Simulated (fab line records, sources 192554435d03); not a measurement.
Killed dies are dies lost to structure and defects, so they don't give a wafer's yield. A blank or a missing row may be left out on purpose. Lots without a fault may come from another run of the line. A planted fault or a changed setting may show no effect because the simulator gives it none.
Chamber matching | flow n5_finfet | N5_BEOL_M10_DESCUM_33 on rie_diel-04: 4 sister chambers
The step chemistry O2, time 7.9 s. 14 wafers are shown with their chamber, then 7 later ones without.

WAFERS WITH THEIR CHAMBER
wafer  | chamber | showerhead_plenum_p_Torr (Torr) | throttle_valve_pct (%) | drypump_motor_current_A (A)
L883.1 | 1       | 2.16                            | 20.31                  | 6.1
L883.2 | 2       | 2.04                            | 20.61                  | 6.3
L883.5 | 3       | 2.01                            | 20.18                  | 6.1
L884.1 | 0       | 2.17                            | 20.31                  | 6.5
L884.2 | 1       | 2.16                            | 20.29                  | 6.1
L884.3 | 3       | 2.01                            | 20.17                  | 6.1
L886.2 | 0       | 2.17                            | 20.30                  | 6.6
L886.3 | 1       | 2.16                            | 20.29                  | 6.1
L886.5 | 3       | 2.01                            | 20.19                  | 6.1
L889.4 | 3       | 2.00                            | 20.19                  | 6.1
L889.5 | 2       | 2.03                            | 20.59                  | 6.4
L889.6 | 0       | 2.17                            | 20.32                  | 6.6
L890.3 | 0       | 2.17                            | 20.31                  | 6.6
L890.4 | 2       | 2.03                            | 20.61                  | 6.4

SIGNATURES (means of the wafers above)
reading                  | chamber 0 | chamber 1 | chamber 2 | chamber 3 | scatter within a chamber
showerhead_plenum_p_Torr | 2.1700    | 2.1600    | 2.0333    | 2.0075    | 0.00376
throttle_valve_pct       | 20.3100   | 20.2967   | 20.6033   | 20.1825   | 0.01
drypump_motor_current_A  | 6.575     | 6.100     | 6.367     | 6.100     | 0.0376
Rule: a wafer's distance from a chamber is the root of the sum, over the readings, of the square of ((its reading less the chamber's mean) divided by the reading's scatter). The wafer belongs to the nearest chamber; if the next one is less than 2 further off, it can't be placed. The scatter: the root of (the sum of the squares of (reading less its chamber's mean) over the shown wafers, divided by (wafers less chambers)).

WAFERS WITHOUT THEIR CHAMBER
wafer  | showerhead_plenum_p_Torr (Torr) | throttle_valve_pct (%) | drypump_motor_current_A (A)
L890.5 | 2.03                            | 20.61                  | 6.4
L897.1 | 2.03                            | 20.24                  | 6.3
L897.4 | 2.03                            | 20.22                  | 6.4
L897.5 | 2.15                            | 20.03                  | 6.1
L899.3 | 2.03                            | 20.26                  | 6.4
L899.5 | 2.16                            | 20.04                  | 6.6
L899.6 | 2.15                            | 20.03                  | 6.1

WHICH CHAMBER EACH WENT THROUGH
wafer  | from the rows above     | in truth
L890.5 | 2                       | 2
L897.1 | 3                       | 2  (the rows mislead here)
L897.4 | 3                       | 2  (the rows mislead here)
L897.5 | 1                       | 1
L899.3 | 3                       | 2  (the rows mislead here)
L899.5 | can't be placed: 0 or 1 | 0
L899.6 | 1                       | 1
Placed correctly: 3 of 7. Can't be placed from these rows: 1 (the true chamber is among the candidates in 1). Placed wrongly: 3.
